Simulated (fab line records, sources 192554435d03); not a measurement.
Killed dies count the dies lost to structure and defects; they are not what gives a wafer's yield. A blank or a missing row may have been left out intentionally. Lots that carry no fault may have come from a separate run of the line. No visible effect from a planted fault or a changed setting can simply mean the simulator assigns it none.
Split-lot trial + flow n5-finfet + 7 lots, 21 wafers read, on a route of 1938 steps

## ON THE SPLIT
At N5_BEOL_M4_COAT_05 (resist thk 30 nm), the setting spin-rpm was moved away from the recipe's 1500 rpm on 5 of the 21 wafers read, by -3.7% to +10.9%. The other wafers ran this setting at the recipe's value.

Reading taken at the split's own step.

## THE READING
CAR-EUV_of_BEOL_M4_COAT_05.thk-nm (the simulator's own value, which no gauge read), in nm, at N5_BEOL_M4_COAT_05 (resist thk 30 nm). The file gives no usual value for it. Here, 16 wafers ran the recipe; their average is 30.1 nm with a standard deviation of 0.093 nm.

| wafer  | tool, chamber at the split | spin-rpm as run, rpm | against the recipe | CAR-EUV_of_BEOL_M4_COAT_05.thk-nm, nm | against lot-mates on the recipe |
|--------|----------------------------|----------------------|--------------------|---------------------------------------|---------------------------------|
| L074.1 | litho-track-01, 0          | 1663                 | +10.9%             | 28.6                                  | -1.4                            |
| L074.5 | litho-track-01, 0          | 1500                 | recipe             | 30                                    | -                               |
| L074.6 | litho-track-01, 0          | 1500                 | recipe             | 30                                    | -                               |
| L076.1 | litho-track-04, 0          | 1500                 | recipe             | 30.2                                  | -                               |
| L076.5 | litho-track-04, 0          | 1500                 | recipe             | 30                                    | -                               |
| L076.6 | litho-track-04, 0          | 1500                 | recipe             | 30                                    | -                               |
| L084.1 | litho-track-04, 0          | 1500                 | recipe             | 30                                    | -                               |
| L084.3 | litho-track-04, 0          | 1500                 | recipe             | 30                                    | -                               |
| L084.6 | litho-track-04, 0          | 1500                 | recipe             | 30                                    | -                               |
| L085.1 | litho-track-04, 0          | 1444                 | -3.7%              | 30.6                                  | +0.6                            |
| L085.5 | litho-track-04, 0          | 1500                 | recipe             | 30                                    | -                               |
| L085.6 | litho-track-04, 0          | 1500                 | recipe             | 30                                    | -                               |
| L087.1 | litho-track-04, 0          | 1500                 | recipe             | 30.2                                  | -                               |
| L087.3 | litho-track-04, 0          | 1500                 | recipe             | 30.2                                  | -                               |
| L087.2 | litho-track-04, 0          | 1500                 | recipe             | 30                                    | -                               |
| L089.4 | litho-track-01, 0          | 1500                 | recipe             | 30.2                                  | -                               |
| L089.5 | litho-track-01, 0          | 1595                 | +6.3%              | 29                                    | -1.2                            |
| L089.6 | litho-track-01, 0          | 1595                 | +6.3%              | 29.2                                  | -1.0                            |
| L094.2 | litho-track-04, 0          | 1500                 | recipe             | 30.2                                  | -                               |
| L094.5 | litho-track-04, 0          | 1656                 | +10.4%             | 28.6                                  | -1.5                            |
| L094.6 | litho-track-04, 0          | 1500                 | recipe             | 30                                    | -                               |

FIT RESULTS
A straight line over all 21 wafers: CAR-EUV_of_BEOL_M4_COAT_05.thk-nm changes by -0.141 nm for each +1% of spin-rpm; r = -0.98; the points scatter about the line by 0.095 nm.
The same after taking each lot's own level away (the mean of its wafers on the recipe; 21 wafers): -0.146 nm for each +1%; r = -0.98; scatter 0.1 nm.
Per that fit: largest spin-rpm move, reading shift of 1.6 nm.
From 30.00 to 30.20 nm: that is the span of the lots' own levels, equal to 2.2 times the standard deviation above.
Hence the lot-to-lot level has little effect on the slope; both slopes agree.
Check: for one of the wafers moved furthest among these (+10.9%), held out of the fit, the line's prediction against its lot-mates is -1.71 nm. Against them it came out at -1.4 nm.

## OTHER SPLITS APPLIED TO THESE WAFERS
Note: prior to the reading, these wafers also went through further splits. Each is held against what the fit with the lots' levels taken away leaves over:
| other split on the same wafers | wafers away from the commonest value | r with CAR-EUV_of_BEOL_M4_COAT_05.thk-nm (lot level and that fit taken away) |
|--------------------------------|--------------------------------------|------------------------------------------------------------------------------|
| N5_BEOL_M3_EXPOSE_25 dose-mj   | 6                                    | +0.36                                                                        |
| N5_BEOL_M4_PECVD_72 temp-c     | 4                                    | -0.24                                                                        |

## FILE'S OWN FIT
CAR-EUV_of_BEOL_M4_COAT_05.thk-nm changes by -0.143 nm for each +1% of spin-rpm, r = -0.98.
